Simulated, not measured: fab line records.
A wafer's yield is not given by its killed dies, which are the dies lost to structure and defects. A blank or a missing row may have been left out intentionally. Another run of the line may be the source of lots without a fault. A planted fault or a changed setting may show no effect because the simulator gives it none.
Which tool is to blame?	flow n5-finfet	72 wafers from 24 lots sampled at 6 of the route's 1938 steps

WHAT EACH GAUGE READ, for each wafer
N5_DUMMY_GATE_THK_MEAS_05. Usual: thk-nm 72.0 nm, standard deviation 1.3.
lot	measured	on	thk-nm (nm)	flag
L074	day 2 17:05	film-metro-01	72.1 73.8 73.0	
L075	day 3 01:10	film-metro-02	71.3 72.0 71.8	
L076	day 3 05:08	film-metro-01	70.9 71.1 72.0	
L077	day 3 12:11	film-metro-02	70.7 71.6 72.6	
L078	day 3 17:45	film-metro-01	70.8 72.1 71.0	
L079	day 3 21:54	film-metro-02	69.7 70.7 68.7	
L080	day 4 06:11	film-metro-01	72.7 72.9 73.5	
L081	day 4 10:49	film-metro-01	71.4 71.6 70.4	
L082	day 4 16:51	film-metro-02	71.6 70.9 71.1	
L083	day 5 03:45	film-metro-02	71.8 73.5 71.4	
L084	day 5 07:52	film-metro-01	72.5 72.2 72.0	
L085	day 5 15:49	film-metro-01	74.0 71.0 72.9	
L086	day 5 19:40	film-metro-01	70.2 69.9 73.1	
L087	day 5 23:16	film-metro-01	74.5 71.6 71.1	
L088	day 6 07:02	film-metro-02	71.8 72.5 73.5	
L089	day 6 12:20	film-metro-02	71.3 74.3 71.6	
L090	day 6 17:29	film-metro-01	74.1 73.3 73.1	
L091	day 6 22:40	film-metro-01	69.9 73.7 71.1	
L092	day 7 04:48	film-metro-01	70.0 73.5 70.9	
L093	day 7 12:23	film-metro-02	70.8 71.3 71.0	
L094	day 7 17:53	film-metro-01	69.9 71.7 72.9	
L095	day 7 23:03	film-metro-02	72.0 71.6 70.9	
L096	day 8 06:02	film-metro-02	72.7 71.6 70.6	
L097	day 8 10:49	film-metro-01	72.9 72.6 73.0	

N5_DUMMY_GATE_CD_MEAS_15 targets a cd of 25.8 nm. Usual: cd-nm 24.95 nm, standard deviation 0.25.
lot	measured	on	cd-nm (nm)	flag
L074	day 2 21:32	cd-sem-01	25.19 25.43 25.09	
L075	day 3 05:34	cd-sem-03	25.13 24.99 24.55	
L076	day 3 09:25	cd-sem-03	25.10 24.84 25.02	
L077	day 3 16:28	cd-sem-03	24.79 25.04 25.28	
L078	day 3 22:04	cd-sem-03	24.64 25.04 25.02	
L079	day 4 02:11	cd-sem-01	25.00 24.92 24.60	
L080	day 4 10:37	cd-sem-02	25.04 24.97 24.91	
L081	day 4 15:06	cd-sem-01	24.62 25.08 25.22	
L082	day 4 21:17	cd-sem-01	24.80 24.61 25.09	
L083	day 5 10:11	cd-sem-02	24.75 24.83 24.76	
L084	day 5 12:10	cd-sem-03	25.39 24.86 24.78	
L085	day 5 20:14	cd-sem-01	25.14 24.35 24.95	
L086	day 6 00:08	cd-sem-03	24.92 25.03 24.72	
L087	day 6 03:42	cd-sem-01	25.03 24.97 24.89	
L088	day 6 11:27	cd-sem-01	24.92 24.89 25.77	
L089	day 6 16:45	cd-sem-02	24.60 24.89 24.64	
L090	day 6 21:55	cd-sem-03	24.79 24.74 25.13	
L091	day 7 02:57	cd-sem-01	25.11 25.37 24.71	
L092	day 7 11:02	cd-sem-01	25.00 25.23 25.19	
L093	day 7 16:49	cd-sem-03	25.16 24.91 25.27	
L094	day 7 22:12	cd-sem-01	24.87 24.83 25.33	
L095	day 8 03:29	cd-sem-02	24.75 24.73 25.02	
L096	day 8 10:27	cd-sem-03	25.01 24.95 24.59	
L097	day 8 15:07	cd-sem-03	24.87 24.75 24.85	

N5_SDB_CD_MEAS_11 targets a cd of 50 nm. Usual: cd-nm 50.0 nm, standard deviation 1.1.
lot	measured	on	cd-nm (nm)	flag
L074	day 3 16:28	cd-sem-01	48.6 50.1 49.5	
L075	day 4 03:03	cd-sem-01	50.1 51.2 50.3	
L076	day 4 04:25	cd-sem-01	49.3 50.2 50.0	
L077	day 4 11:41	cd-sem-01	51.6 50.1 50.7	
L078	day 4 16:37	cd-sem-02	51.9 49.5 50.6	
L079	day 4 21:51	cd-sem-02	50.0 50.4 49.7	
L080	day 5 06:17	cd-sem-02	47.9 48.6 48.4	
L081	day 5 11:37	cd-sem-01	48.5 49.1 50.3	
L082	day 5 18:50	cd-sem-02	50.7 52.0 48.2	
L083	day 6 07:38	cd-sem-02	47.6 49.2 48.4	
L084	day 6 09:17	cd-sem-03	48.6 49.9 48.9	
L085	day 6 15:25	cd-sem-01	49.7 50.7 48.6	
L086	day 6 19:16	cd-sem-03	50.1 50.4 50.5	
L087	day 6 23:55	cd-sem-02	50.7 50.2 48.6	
L088	day 7 09:10	cd-sem-01	49.6 50.8 50.3	
L089	day 7 11:08	cd-sem-03	48.9 51.1 51.6	
L090	day 7 20:12	cd-sem-03	50.7 50.3 50.4	
L091	day 7 22:11	cd-sem-02	48.9 48.9 50.0	
L092	day 8 08:31	cd-sem-02	49.1 49.8 50.0	
L093	day 8 11:38	cd-sem-02	50.2 52.3 49.1	
L094	day 8 17:36	cd-sem-01	50.8 51.4 49.4	
L095	day 9 00:13	cd-sem-02	49.7 50.1 51.2	
L096	day 9 06:29	cd-sem-03	51.3 50.0 52.2	
L097	day 9 13:27	cd-sem-03	48.8 50.1 51.0	

TOOL THAT RAN EACH LOT (tool first, then ch and the chambers of the sampled wafers, then the start)
lot	N5_SD_EPI_P_DESCUM_14	N5_SD_EPI_P_ETCHBACK_46	N5_SDB_HM_DEP_00
L074	rie-diel-05 ch 2,3, day 3 04:34	rie-diel-05 ch 2,3, day 3 04:59	pecvd-04 ch 0,1,2, day 3 16:08
L075	rie-diel-02 ch 0,3, day 3 15:28	rie-diel-02 ch 0,3, day 3 15:53	pecvd-03 ch 1,2, day 4 02:44
L076	rie-diel-02 ch 1,2, day 3 16:21	rie-diel-02 ch 1,2, day 3 16:46	pecvd-01 ch 0,1,2, day 4 03:58
L077	rie-diel-02 ch 0,1,3, day 4 00:07	rie-diel-02 ch 0,1,3, day 4 00:32	pecvd-01 ch 1,2, day 4 11:22
L078	rie-diel-02 ch 1,2,3, day 4 04:44	rie-diel-02 ch 1,2,3, day 4 05:08	pecvd-03 ch 1,2, day 4 16:10
L079	rie-diel-05 ch 0,2,3, day 4 09:07	rie-diel-05 ch 0,2,3, day 4 09:32	pecvd-04 ch 0,1,2, day 4 21:23
L080	rie-diel-05 ch 0,1,3, day 4 18:16	rie-diel-05 ch 0,1,3, day 4 18:41	pecvd-03 ch 0,1, day 5 05:58
L081	rie-diel-05 ch 2,3, day 4 22:13	rie-diel-05 ch 2,3, day 4 22:37	pecvd-01 ch 1, day 5 11:04
L082	rie-diel-02 ch 2,3, day 5 06:18	rie-diel-02 ch 2,3, day 5 06:43	pecvd-03 ch 0,2, day 5 18:23
L083	rie-diel-04 ch 1,2,3, day 5 19:39	rie-diel-04 ch 1,2,3, day 5 20:04	pecvd-03 ch 0,1,2, day 6 07:19
L084	rie-diel-04 ch 1,2,3, day 5 21:07	rie-diel-04 ch 1,2,3, day 5 21:31	pecvd-03 ch 0,2, day 6 08:50
L085	rie-diel-04 ch 0,2,3, day 6 04:06	rie-diel-04 ch 0,2,3, day 6 04:31	pecvd-01 ch 0,1,2, day 6 15:05
L086	rie-diel-04 ch 0,1,2, day 6 07:51	rie-diel-04 ch 0,1,2, day 6 08:16	pecvd-03 ch 0,2, day 6 18:55
L087	rie-diel-05 ch 1,2,3, day 6 11:47	rie-diel-05 ch 1,2,3, day 6 12:12	pecvd-04 ch 0,1,2, day 6 23:28
L088	rie-diel-02 ch 0,1,2, day 6 19:58	rie-diel-02 ch 0,1,2, day 6 20:23	pecvd-01 ch 0,1, day 7 08:43
L089	rie-diel-02 ch 0,1, day 6 23:55	rie-diel-02 ch 0,1, day 7 00:20	pecvd-04 ch 0,1, day 7 10:41
L090	rie-diel-04 ch 1,2,3, day 7 07:45	rie-diel-04 ch 1,2,3, day 7 08:10	pecvd-04 ch 0,2, day 7 19:43
L091	rie-diel-04 ch 1,2, day 7 10:05	rie-diel-04 ch 1,2, day 7 10:29	pecvd-04 ch 0,2, day 7 21:52
L092	rie-diel-02 ch 0,1, day 7 20:02	rie-diel-02 ch 0,1, day 7 20:27	pecvd-01 ch 0,1,2, day 8 08:04
L093	rie-diel-02 ch 0,1,3, day 7 23:43	rie-diel-02 ch 0,1,3, day 8 00:07	pecvd-03 ch 0,1,2, day 8 11:20
L094	rie-diel-04 ch 0,1,2, day 8 05:09	rie-diel-04 ch 0,1,2, day 8 05:34	pecvd-03 ch 1,2, day 8 17:16
L095	rie-diel-04 ch 0,2, day 8 10:28	rie-diel-04 ch 0,2, day 8 10:53	pecvd-01 ch 0,2, day 8 23:46
L096	rie-diel-05 ch 0,1, day 8 18:23	rie-diel-05 ch 0,1, day 8 18:48	pecvd-03 ch 0,1,2, day 9 06:08
L097	rie-diel-02 ch 1,2,3, day 9 02:02	rie-diel-02 ch 1,2,3, day 9 02:27	pecvd-04 ch 0,1, day 9 12:58
- N5_SD_EPI_P_DESCUM_14: chemistry O2, time 7.9 s.
- N5_SD_EPI_P_ETCHBACK_46: etches SiNx in CH3F/O2, stops on SiO2, target depth 17.5 nm.
- N5_SDB_HM_DEP_00: deposits SiNx from SiH4/NH3/N2, target thk 40 nm, time 35.3 s.

WHAT THE TOOLS THEMSELVES READ (means of the sampled wafers that have a number; where no wafer has one, the mark that the record gives instead)
N5_SD_EPI_P_DESCUM_14. Usual: drypump-motor-current-A 5.8 A, standard deviation 0.4; oes-product-au 0.77 a.u., standard deviation 0.066; rf-vpp-V 243.2 V, standard deviation 1.3; showerhead-plenum-p-Torr 2.10 Torr, standard deviation 0.058; throttle-valve-pct 20.49 %, standard deviation 0.17.
lot	tool	drypump-motor-current-A (A)	oes-product-au (a.u.)	rf-vpp-V (V)	showerhead-plenum-p-Torr (Torr)	throttle-valve-pct (%)	flag
L074	rie-diel-05	5.8	0.80	243.0	2.10	20.36	
L075	rie-diel-02	5.8	0.75	243.2	2.08	20.28	
L076	rie-diel-02	6.2	0.78	243.1	2.14	20.62	
L077	rie-diel-02	5.9	0.78	243.3	2.07	20.50	
L078	rie-diel-02	6.0	0.77	243.1	2.10	20.48	
L079	rie-diel-05	5.8	0.81	243.3	2.12	20.40	
L080	rie-diel-05	6.2	0.80	243.1	2.12	20.46	
L081	rie-diel-05	5.6	0.76	244.7	2.14	20.32	
L082	rie-diel-02	6.0	0.74	243.3	2.11	20.30	
L083	rie-diel-04	5.6	0.80	243.1	2.10	20.44	
L084	rie-diel-04	5.5	0.79	242.8	2.10	20.45	
L085	rie-diel-04	5.6	0.73	241.5	2.05	20.45	
L086	rie-diel-04	5.5	0.80	243.0	2.07	20.49	
L087	rie-diel-05	5.9	0.74	243.5	2.13	20.39	
L088	rie-diel-02	6.0	0.77	243.0	2.10	20.66	
L089	rie-diel-02	5.9	0.78	242.1	2.05	20.73	
L090	rie-diel-04	5.6	0.78	243.0	2.10	20.46	
L091	rie-diel-04	5.9	0.80	244.1	2.11	20.56	
L092	rie-diel-02	5.9	0.77	242.4	2.05	20.74	
L093	rie-diel-02	5.9	0.75	243.3	2.06	20.54	
L094	rie-diel-04	5.5	0.79	242.8	2.07	20.49	
L095	rie-diel-04	5.9	0.74	242.5	2.05	20.58	
L096	rie-diel-05	6.2	0.78	243.5	2.13	20.53	
L097	rie-diel-02	6.0	0.74	243.0	2.09	20.54	

N5_SD_EPI_P_ETCHBACK_46. Usual: drypump-motor-current-A 5.8 A, standard deviation 0.4; oes-product-au 0.66 a.u., standard deviation 0.052; rf-vpp-V 297 V, standard deviation 4; showerhead-plenum-p-Torr 2.01 Torr, standard deviation 0.052; throttle-valve-pct 16.42 %, standard deviation 0.15.
lot	tool	drypump-motor-current-A (A)	oes-product-au (a.u.)	rf-vpp-V (V)	showerhead-plenum-p-Torr (Torr)	throttle-valve-pct (%)	flag
L074	rie-diel-05	5.8	0.69	293	2.00	16.24	
L075	rie-diel-02	5.8	0.64	296	2.00	16.32	
L076	rie-diel-02	6.2	0.66	298	2.03	16.45	
L077	rie-diel-02	5.9	0.65	297	1.97	16.44	
L078	rie-diel-02	6.0	0.65	297	2.01	16.39	
L079	rie-diel-05	5.8	0.69	295	2.02	16.28	
L080	rie-diel-05	6.2	0.68	294	2.02	16.32	
L081	rie-diel-05	5.6	0.66	292	2.04	16.26	
L082	rie-diel-02	6.0	0.63	295	2.02	16.30	
L083	rie-diel-04	5.6	0.67	300	2.02	16.38	
L084	rie-diel-04	5.6	0.68	299	2.01	16.38	
L085	rie-diel-04	5.6	0.62	299	1.97	16.45	
L086	rie-diel-04	5.5	0.68	299	1.99	16.47	
L087	rie-diel-05	5.9	0.63	291	2.03	16.30	
L088	rie-diel-02	6.0	0.65	299	2.00	16.53	
L089	rie-diel-02	6.0	0.66	299	1.95	16.59	
L090	rie-diel-04	5.6	0.66	300	2.01	16.42	
L091	rie-diel-04	5.9	0.67	298	2.02	16.54	
L092	rie-diel-02	5.9	0.65	299	1.95	16.60	
L093	rie-diel-02	5.9	0.63	297	1.97	16.49	
L094	rie-diel-04	5.5	0.67	300	1.99	16.50	
L095	rie-diel-04	5.9	0.62	296	1.98	16.60	
L096	rie-diel-05	6.2	0.67	295	2.03	16.39	
L097	rie-diel-02	6.1	0.63	297	1.99	16.47	

N5_SDB_HM_DEP_00. Usual: heater-power-w 740 W, standard deviation 62; showerhead-plenum-p-Torr 5.15 Torr, standard deviation 0.048; throttle-valve-pct 41.2 %, standard deviation 2.6.
lot	tool	heater-power-w (W)	showerhead-plenum-p-Torr (Torr)	throttle-valve-pct (%)	flag
L074	pecvd-04	680	5.11	40.7	
L075	pecvd-03	720	5.19	38.6	
L076	pecvd-01	813	5.15	42.9	
L077	pecvd-01	839	5.18	44.3	
L078	pecvd-03	719	5.20	39.0	
L079	pecvd-04	676	5.11	40.9	
L080	pecvd-03	780	5.12	40.3	
L081	pecvd-01	735	5.18	47.1	
L082	pecvd-03	713	5.13	40.1	
L083	pecvd-03	723	5.16	39.6	
L084	pecvd-03	672	5.12	40.3	
L085	pecvd-01	765	5.16	43.1	
L086	pecvd-03	727	5.12	40.1	
L087	pecvd-04	746	5.11	40.9	
L088	pecvd-01	800	5.12	44.2	
L089	pecvd-04	772	5.10	40.4	
L090	pecvd-04	737	5.13	41.6	
L091	pecvd-04	716	5.11	41.7	
L092	pecvd-01	812	5.15	43.1	
L093	pecvd-03	759	5.17	39.7	
L094	pecvd-03	749	5.21	39.5	
L095	pecvd-01	776	5.15	40.6	
L096	pecvd-03	735	5.17	39.7	
L097	pecvd-04	675	5.09	40.3	

THE ANSWER, worked out from the rows above alone
Rule: a lot is off if the mean of its wafers that have a number lies more than 3 standard deviations from the usual mean. A lot without any number at a reading at which 4 lots or more have one is off too. Where the step has rows for the other lots, those lots are counted as sound. The gauges are gone through in route order, then the tools' own readings, and for those a lot's mean is taken as printed above. The first step at which some lot is off is used, and at that step the reading that is off furthest; a lot without a number counts as furthest.
No lot is off at any reading shown: from this, nothing can be told.

WHAT THE SIMULATOR PUT IN
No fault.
